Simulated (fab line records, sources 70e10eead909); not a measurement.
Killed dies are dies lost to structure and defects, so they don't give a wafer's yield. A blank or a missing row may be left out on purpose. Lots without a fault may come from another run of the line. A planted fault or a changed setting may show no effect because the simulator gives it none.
Which tool did it? | flow nand_harc | 12 lots, 36 wafers sampled, at 6 steps of a route of 1302

WHAT THE GAUGES READ, wafer by wafer
NHARC_P_ZERO_WELL_CD_MEAS_52: target cd 2000 nm.
lot  | measured     | on        | cd_nm (nm)
L809 | day 2 11:49  | cd_sem-01 | 1999.6 2002.6 2001.2
L810 | day 2 21:44  | cd_sem-03 | 2001.1 2001.1 2001.0
L811 | day 3 10:50  | cd_sem-01 | 2000.2 2000.2 2000.0
L812 | day 3 17:52  | cd_sem-01 | 2000.5 1999.7 1997.9
L813 | day 4 03:36  | cd_sem-03 | 1997.3 1998.2 1997.9
L816 | day 5 09:43  | cd_sem-03 | 1454.1 1453.8 1454.0
L817 | day 5 19:47  | cd_sem-03 | 2000.1 2000.8 2001.1
L821 | day 7 11:46  | cd_sem-03 | 1998.4 1999.0 1999.8
L826 | day 9 13:52  | cd_sem-02 | 1999.8 1998.8 1999.5
L829 | day 10 20:11 | cd_sem-03 | 1998.1 1998.6 1999.7
L830 | day 11 05:56 | cd_sem-02 | 1997.7 1998.9 1998.2
L831 | day 11 15:46 | cd_sem-02 | 2001.1 2001.9 2002.0

NHARC_END_SORT_01.
lot  | measured     | on        | killed_at_array | killed_at_other | killed_at_periphery | killed_dies | killed_open | killed_short
L816 | day 27 00:02 | prober-02 | 74 60 42        | 0 0 0           | 603 617 634         | 677 677 676 | 3 1 6       | 4 4 1

WHICH TOOL RAN EACH LOT (tool, then ch and the chambers of the sampled wafers, then the start)
lot  | NHARC_P_ZERO_WELL_ETCH_63        | NHARC_P_ZERO_WELL_EXPOSE_49       | NHARC_P_GATE_DEP_103            | NHARC_P_GATE_ETCH_104
L809 | rie_si-05 ch 1,2,3, day 2 07:49  | krf_scanner-04 ch 0, day 2 11:40  | pecvd-01 ch 0,1,2, day 5 08:04  | rie_diel-13 ch 0,3, day 5 09:01
L810 | rie_si-02 ch 0,2,3, day 2 17:39  | krf_scanner-01 ch 0, day 2 21:35  | pecvd-01 ch 0,2, day 5 19:31    | rie_diel-13 ch 0,2, day 5 20:29
L811 | rie_si-06 ch 0,2,3, day 3 03:40  | krf_scanner-01 ch 0, day 3 10:41  | pecvd-02 ch 0,1,2, day 6 09:38  | rie_diel-13 ch 0,1, day 6 10:28
L812 | rie_si-06 ch 0,1, day 3 13:39    | krf_scanner-02 ch 0, day 3 17:42  | pecvd-02 ch 0,1, day 6 18:23    | rie_diel-02 ch 0,1,3, day 6 19:21
L813 | rie_si-02 ch 0,1,2, day 3 23:31  | krf_scanner-04 ch 0, day 4 03:27  | pecvd-01 ch 0,1,2, day 7 01:49  | rie_diel-05 ch 2,3, day 7 02:46
L816 | rie_si-06 ch 0,2,3, day 5 05:37  | krf_scanner-01 ch 0, day 5 09:34  | -                               | -
L817 | rie_si-06 ch 0,1,3, day 5 15:42  | krf_scanner-02 ch 0, day 5 19:37  | pecvd-04 ch 1,2, day 8 18:04    | rie_diel-02 ch 0,2,3, day 8 18:53
L821 | rie_si-05 ch 1,2, day 7 07:34    | krf_scanner-01 ch 0, day 7 11:37  | pecvd-01 ch 0,1,2, day 10 13:53 | rie_diel-02 ch 0,1,3, day 10 14:47
L826 | rie_si-02 ch 1,2,3, day 9 09:40  | krf_scanner-02 ch 0, day 9 13:43  | pecvd-01 ch 0,2, day 12 08:07   | rie_diel-13 ch 0,1,3, day 12 08:57
L829 | rie_si-06 ch 0,1, day 10 15:36   | krf_scanner-02 ch 0, day 10 20:01 | pecvd-02 ch 0,1, day 13 15:23   | rie_diel-02 ch 0,1,3, day 13 16:22
L830 | rie_si-02 ch 0,1,2, day 11 01:43 | krf_scanner-01 ch 0, day 11 05:47 | pecvd-04 ch 0,1,2, day 14 04:35 | rie_diel-02 ch 0,1,3, day 14 05:32
L831 | rie_si-02 ch 0,2, day 11 11:32   | krf_scanner-04 ch 0, day 11 15:37 | pecvd-04 ch 1,2, day 14 23:02   | rie_diel-02 ch 0,1,2, day 15 00:01
- NHARC_P_ZERO_WELL_ETCH_63: etches the open film in HBr/Cl2, target depth 120 nm, time 40.1 s.
- NHARC_P_ZERO_WELL_EXPOSE_49: exposes mask P HVPW, target cd 2000 nm.
- NHARC_P_GATE_DEP_103: deposits SiON, target thk 30 nm.
- NHARC_P_GATE_ETCH_104: etches the open film in CF4/CHF3, target depth 60 nm.

WHAT THE TOOLS THEMSELVES READ (means of the sampled wafers that have a number; where no wafer has one, the mark that the record gives instead)
NHARC_P_ZERO_WELL_ETCH_63.
lot  | tool      | drypump_motor_current_A (A) | hbr_flow_sccm (sccm) | mfc_cl2_sccm (sccm) | oes_product_au (a.u.) | throttle_valve_pct (%)
L809 | rie_si-05 | 5.2                         | 150.4                | 50.04               | 1.010                 | 26.407
L810 | rie_si-02 | 5.7                         | 150.2                | 49.96               | 0.983                 | 26.401
L811 | rie_si-06 | 6.3                         | 150.6                | 50.01               | 1.007                 | 26.399
L812 | rie_si-06 | 6.1                         | 150.2                | 49.87               | 1.012                 | 26.404
L813 | rie_si-02 | 5.5                         | 150.3                | 49.91               | 0.996                 | 26.400
L816 | rie_si-06 | 6.3                         | 150.3                | 50.18               | 0.998                 | 26.406
L817 | rie_si-06 | 6.2                         | 150.2                | 49.81               | 1.008                 | 26.411
L821 | rie_si-05 | 5.0                         | 150.4                | 49.85               | 1.013                 | 26.407
L826 | rie_si-02 | 6.0                         | 149.6                | 50.05               | 0.997                 | 26.411
L829 | rie_si-06 | 6.1                         | 149.9                | 50.02               | 1.000                 | 26.409
L830 | rie_si-02 | 5.5                         | 149.9                | 50.01               | 1.004                 | 26.406
L831 | rie_si-02 | 5.4                         | 150.0                | 49.97               | 1.004                 | 26.402

NHARC_P_GATE_DEP_103.
lot  | tool     | heater_power_w (W) | susceptor_temp_C (C)
L809 | pecvd-01 | 838                | 400.03
L810 | pecvd-01 | 896                | 399.99
L811 | pecvd-02 | 810                | 400.01
L812 | pecvd-02 | 846                | 400.16
L813 | pecvd-01 | 812                | 399.88
L817 | pecvd-04 | 779                | 399.86
L821 | pecvd-01 | 784                | 400.44
L826 | pecvd-01 | 765                | 399.96
L829 | pecvd-02 | 892                | 400.01
L830 | pecvd-04 | 798                | 399.61
L831 | pecvd-04 | 703                | 399.87

NHARC_P_GATE_ETCH_104.
lot  | tool        | drypump_motor_current_A (A) | oes_product_au (a.u.) | rf_vpp_V (V) | showerhead_plenum_p_Torr (Torr) | throttle_valve_pct (%)
L809 | rie_diel-13 | 5.6                         | 0.924                 | 370.1        | 1.55                            | 16.803
L810 | rie_diel-13 | 5.4                         | 0.919                 | 369.5        | 1.53                            | 16.806
L811 | rie_diel-13 | 5.2                         | 0.975                 | 367.7        | 1.50                            | 16.802
L812 | rie_diel-02 | 5.7                         | 0.970                 | 372.8        | 1.62                            | 16.794
L813 | rie_diel-05 | 5.7                         | 0.950                 | 367.8        | 1.48                            | 16.805
L817 | rie_diel-02 | 5.7                         | 0.925                 | 371.8        | 1.59                            | 16.808
L821 | rie_diel-02 | 5.7                         | 0.977                 | 371.5        | 1.62                            | 16.790
L826 | rie_diel-13 | 5.4                         | 0.918                 | 368.5        | 1.52                            | 16.803
L829 | rie_diel-02 | 5.7                         | 0.956                 | 371.0        | 1.62                            | 16.805
L830 | rie_diel-02 | 5.7                         | 0.962                 | 371.6        | 1.62                            | 16.804
L831 | rie_diel-02 | 5.4                         | 0.963                 | 369.9        | 1.57                            | 16.798

THE ANSWER, worked out from the rows above alone
Rule: what is usual is taken from the lots themselves. Put in order of their means at a reading, lots are off if they are a third of the lots or fewer, leave a main group of 4 or more, and stand apart from it by a gap of 3 or more times the standard deviation of the main group's means; of several such gaps the widest counts. A main group whose means are all the same, to the digits that the tables above print for the reading, isn't used. A lot without any number at a reading at which 4 lots or more have one is off too. The other lots that the step has rows for count as sound. The gauges are gone through in route order, then the tools' own readings, and for those a lot's mean is taken as printed above. The first step at which some lot is off is used, and at that step the reading that is off furthest; a lot without a number counts as furthest.
Off: L816, at NHARC_P_ZERO_WELL_CD_MEAS_52 (cd_nm). The main group: mean 1999.8 nm, standard deviation 1.2.
A tool fits if, at a process step before that reading, it ran every lot that is off, and no sound lot after the first of them. The gauges at NHARC_P_ZERO_WELL_CD_MEAS_52 are tried like those tools. None of those tried fits.

WHAT THE SIMULATOR HAD PUT IN
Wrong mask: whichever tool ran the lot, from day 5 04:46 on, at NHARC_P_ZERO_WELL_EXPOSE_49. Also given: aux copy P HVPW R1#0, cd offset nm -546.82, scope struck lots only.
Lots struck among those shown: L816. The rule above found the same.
